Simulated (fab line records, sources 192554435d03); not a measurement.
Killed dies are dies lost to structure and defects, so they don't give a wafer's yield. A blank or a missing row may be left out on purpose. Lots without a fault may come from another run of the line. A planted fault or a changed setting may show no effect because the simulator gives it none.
A struck lot beside a sound one | flow n5_finfet | 18 steps out of a route of 1938
Sound: wafers L972.3, L972.4, L972.6. Struck: wafer L976.5. (L976.3, L976.4 of the same lot were not struck and are left out.) The cause comes at the end.
At each step with rows: each side's tool, then ch and its chambers, then its first start. Under that, the readings that differ: sound wafers | struck wafers | difference of the means | sigmas: that difference in standard deviations of wafers without a fault.
alike: readings whose means differ by less than 2 such deviations, and words and numbers that are the same on both sides. not compared: withheld readings, readings that some wafer has no value for, bounds like >300 that may hide the same value, and numbers for which the record gives no deviation and whose values overlap.
The two part at a step that has a row with sigmas, a row that says differs or no value, or rows on one side only. Numbers that don't overlap but have no deviation are shown without sigmas and don't part them. A reading that every wafer of one side lacks parts them only if that side has two wafers or more.

first, 4 steps without rows for these wafers: N5_BEOL_M1_ANNEAL_82 (time 240 s); N5_BEOL_M1_SPUTTER_86 (material Cu, target thk 4.5 nm, time 8.29 s); N5_BEOL_M1_ANNEAL_87 (time 240 s); N5_BEOL_M1_SPUTTER_88 (material Cu, target thk 4.5 nm, time 8.29 s).
N5_BEOL_M1_ANNEAL_89: time 240 s.
  sound on pvd_sputter-02, day 6 21:27; struck on pvd_sputter-02, day 7 23:40
  alike: heater_power_w
N5_BEOL_M1_SPUTTER_90: material Cu, target thk 4.5 nm, time 8.29 s.
  sound on pvd_sputter-02, day 6 21:35; struck on pvd_sputter-02, day 7 23:49
  alike: throttle_valve_pct
then, 2 steps without rows for these wafers: N5_BEOL_M1_ANNEAL_91 (time 240 s); N5_BEOL_M1_SPUTTER_92 (material Cu, target thk 4.5 nm, time 8.29 s).
N5_BEOL_M1_ANNEAL_93: time 240 s.
  sound on pvd_sputter-02, day 6 21:53; struck on pvd_sputter-02, day 8 00:07
  alike: heater_power_w
N5_BEOL_M1_SPUTTER_94: material Cu, target thk 4.5 nm, time 8.29 s.
  sound on pvd_sputter-02, day 6 22:02; struck on pvd_sputter-02, day 8 00:15
  alike: throttle_valve_pct
N5_BEOL_M1_ANNEAL_95: time 240 s.
  sound on pvd_sputter-02, day 6 22:07; struck on pvd_sputter-02, day 8 00:20
  alike: heater_power_w
then, 1 step without rows for these wafers: N5_BEOL_M1_SPUTTER_96 (material Cu, target thk 4.5 nm, time 8.29 s).
N5_BEOL_M1_ECD_50: material Cu, target thk 300 nm.
  sound on ecd_cu-01 ch 0,1, day 6 22:23; struck on ecd_cu-02 ch 1, day 8 00:37
  reading                                | sound           | struck | difference | sigmas
  model.Cu_of_BEOL_M1_ECD_50.thk_nm (nm) | 302 298.8 302.2 | 162.2  | -138.8     |
then, 1 step without rows for these wafers: N5_BEOL_M1_ANNEAL_51 (time 90 s).
N5_BEOL_M1_CMP_52: polishes, stops on SiOC, t overpolish 6.8 s, target thk 40 nm.
  sound on cmp-02 ch 0,3, day 7 00:51; struck on cmp-04 ch 2, day 8 05:07
  reading                | sound    | struck | difference | sigmas
  time_to_endpoint_s (s) | 61 64 60 | 31     | -31        | -10
  alike: motor_current_A
N5_BEOL_M1_THK_MEAS_53: measures by xrf.
  sound on film_metro-02, day 7 01:09; struck on film_metro-01, day 8 05:22
  alike: M1_THK
N5_BEOL_M4_RC_MEAS_101:
  sound on prober-02 ch 0, day 8 11:49; struck on prober-01 ch 0, day 9 13:31
  alike: DIBL_N, DIBL_P, IOFF_N, IOFF_P, ION_N, ION_P, SS_N, SS_P, VT_N, VT_P
N5_PASSIVATION_PROBE_49:
  the record has rows for the sound wafers here (prober-01, day 12 13:40) and none for the struck ones

WHERE THEY PART
First at N5_BEOL_M1_CMP_52; last, within this record, at N5_PASSIVATION_PROBE_49.

WHY: what the simulator had put in
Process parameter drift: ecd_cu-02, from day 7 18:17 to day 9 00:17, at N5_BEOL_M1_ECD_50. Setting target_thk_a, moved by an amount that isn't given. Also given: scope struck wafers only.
